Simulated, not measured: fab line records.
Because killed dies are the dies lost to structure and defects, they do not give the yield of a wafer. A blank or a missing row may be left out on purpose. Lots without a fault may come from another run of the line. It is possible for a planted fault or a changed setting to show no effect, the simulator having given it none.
Comparing a struck lot with a sound one    flow n5Finfet    30 steps out of a route of 1938
Sound: the wafers L334.3, L334.4, L334.5. Struck: wafer L348.6 (L348.2, L348.3, from the same lot, were not struck and are left out); the cause is given at the end.
Per side, at each step with rows, come the tool, then ch with its chambers, and then its first start. Under that, the readings that differ: sound wafers    struck wafers    difference of the means    sigmas: that difference in standard deviations of wafers without a fault.
alike: a reading whose means differ by less than 2 such deviations, as well as words and numbers matching on both sides. not compared: withheld readings; readings where some wafer has no value; bounds like >300 that might hide an equal value; numbers whose values overlap and for which the record gives no deviation.
Wherever a step has rows on one side only, a row that says differs or no value, or a row with sigmas, the two part there. Numbers that have no deviation but don't overlap get no sigmas and don't part them. A reading that every wafer of one side lacks parts them only if that side has two wafers or more.

first, 2 steps without rows for these wafers: N5_STI_FIN_REVEAL_FCVD_FILL_01 (material SiO2 flowable, target thk 312 nm, time 512.2 s); N5_STI_FIN_REVEAL_DENSIFY_02 (time 1800 s).
N5_STI_FIN_REVEAL_CMP_04: polishes, stops on Si3N4, t overpolish 4 s, target thk 131.83 nm.
  sound on cmp-01 ch 1,2,3, day 3 16:07; struck on cmp-01 ch 2, day 7 03:06
  alike: motorCurrentA, overpolishRunS, slurryFilterDpKPa, timeToEndpointS
N5_STI_FIN_REVEAL_THK_MEAS_05:
  sound: filmMetro-02 at day 3 16:23; struck: filmMetro-01 at day 7 03:23
  alike: thkNm
then, 7 steps without rows for these wafers: N5_STI_FIN_REVEAL_DENSIFY_30; N5_STI_FIN_REVEAL_ETCHBACK_08 (etches SiO2 in C4F6/O2, target depth 30.5 nm, time 10.167 s); N5_STI_FIN_REVEAL_STRIP_24 (strips in N2/H2, time 90 s); N5_STI_FIN_REVEAL_PRECLEAN_25 (cleans in SPM, time 90 s); N5_STI_FIN_REVEAL_PRECLEAN_26 (cleans in SC1, time 45 s); N5_STI_FIN_REVEAL_PRECLEAN_29 (cleans in DHF, time 30 s); N5_STI_FIN_REVEAL_SRD_12 (time 30 s).
N5_STI_FIN_REVEAL_RECESS_09: chemistry HF/NH3, target SiO2, afs cycles 11, target depth 42.5 nm, sublimation time 60 s.
  sound on vaporEtch-01 ch 0,1, day 3 17:29; struck on vaporEtch-02 ch 0, day 7 03:53
  alike: drypumpMotorCurrentA, tempC
N5_STI_FIN_REVEAL_STRIP_16: strips SiNx in H3PO4, target depth 23.8 nm.
  sound on wetBench-02 ch 2,3,4, day 3 18:34; struck on wetBench-02 ch 7, day 7 05:30
reading             sound              struck  difference  sigmas
bathGuardTempC (C)  165.0 163.7 165.2  165.7   +1.1        +2
  alike: tempC
then, 1 step without rows for these wafers: N5_STI_FIN_REVEAL_PRECLEAN_17 (cleans in NF3:NH3, afs cycles 1, time 20 s, sublimation time 60 s).
N5_STI_FIN_REVEAL_ETCH_34: etches Si in H2, material Si, target depth 0.97 nm.
  sound on rieSi-05 ch 0,2, day 3 19:03; struck on rieSi-03 ch 2, day 7 05:58
reading                   sound           struck  difference  sigmas
drypumpMotorCurrentA (A)  5.6 6.1 6.1     4.7     -1.2        -3
throttleValvePct (%)      26.5 26.9 26.9  24.8    -2.0        -3
  alike: h2FlowSccm, oesProductAu, tempC
  not compared: rfHoursCounterH
N5_STI_FIN_REVEAL_OXIDATION_31: chemistry O2 PLASMA REMOTE, time 20 s.
  sound on plasmaAsher-01 ch 0,1, day 3 19:08; struck on plasmaAsher-01 ch 0, day 7 06:02
reading           sound        struck  difference  sigmas
heaterPowerW (W)  108 153 112  158     +34         +2
  alike: drypumpMotorCurrentA, tempC
  not compared: rfHoursCounterH
then, 3 steps without rows for these wafers: N5_STI_FIN_REVEAL_PRECLEAN_32 (cleans in NF3:NH3, afs cycles 1, time 20 s, sublimation time 60 s); N5_STI_FIN_REVEAL_STRIP_35 (strips Si3N4 in H3PO4, target depth 4 nm, time 39 s); N5_STI_FIN_REVEAL_SRD_21 (time 30 s).
N5_STI_FIN_REVEAL_OXIDATION_33: chemistry O2 PLASMA REMOTE, time 20 s.
  sound on plasmaAsher-02 ch 0,1, day 3 19:29; struck on plasmaAsher-01 ch 0, day 7 06:23
reading                   sound        struck  difference  sigmas
drypumpMotorCurrentA (A)  5.8 6.1 6.1  5.2     -0.8        -2
  alike: heaterPowerW, tempC
  not compared: rfHoursCounterH
then, 2 steps without rows for these wafers: N5_STI_FIN_REVEAL_CLEAN_19 (cleans in O3/DIW, time 120 s); N5_STI_FIN_REVEAL_SRD_23 (time 30 s).
N5_STI_FIN_REVEAL_CD_MEAS_22: target cd 6.238 nm, pitch 28 nm.
  sound: cdSem-03 at day 3 19:38; struck: cdSem-03 at day 7 06:33
  alike: cdNm
N5_STI_FIN_REVEAL_FIN_H_MEAS_10:
  sound: ocd-02 at day 3 19:40; struck: ocd-02 at day 7 06:35
  alike: trenchDepthNm
then, 2 steps without rows for these wafers: N5_STI_FIN_REVEAL_PRECLEAN_18 (cleans in SC2, time 45 s); N5_STI_FIN_REVEAL_SRD_28 (time 30 s).
N5_STI_FIN_REVEAL_INSPECT_13: inspects for defects (darkfield).
  sound: defectInspect-02 at day 3 19:45; struck: defectInspect-01 at day 7 06:40
reading         sound     struck  difference  sigmas
rawDefectCount  20 11 12  1505    +1491       +99 or more
then, 1 step without rows for these wafers: N5_DUMMY_GATE_PRECLEAN_00 (cleans in O3/DIW, time 60 s).
-- a jump in the record: the struck wafers' starts before and after are 6 days apart (it breaks off in module DUMMY_GATE and resumes in module BEOL_M4, where the first step shown is number 1111 of the route) --
N5_BEOL_M4_RC_MEAS_101:
  sound on prober-01 ch 0, day 9 12:52; struck on prober-02 ch 0, day 13 12:53
reading        sound           struck  difference  sigmas
ION_N (uA/um)  654 671 659     690     +29         +2
SS_N (mV/dec)  71.3 71.4 70.6  72.5    +1.4        +2
  alike: DIBL_N, DIBL_P, IOFF_N, IOFF_P, ION_P, SS_P, VT_N, VT_P
-- here the record skips 4 days between the struck wafers' starts before and after, leaving off in module BEOL_M4 and picking up in module PASSIVATION (first step shown: number 1936 of the route) --
N5_PASSIVATION_PROBE_49:
  record: rows for the struck wafers here (prober-02, day 17 12:26), none for the sound ones

WHERE THEY PART
Last at N5_PASSIVATION_PROBE_49 as far as this record goes, first at N5_STI_FIN_REVEAL_STRIP_16.

WHY: what the simulator had put in
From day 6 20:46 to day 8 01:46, wetBench-02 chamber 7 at N5_STI_FIN_REVEAL_STRIP_16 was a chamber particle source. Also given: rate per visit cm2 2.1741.
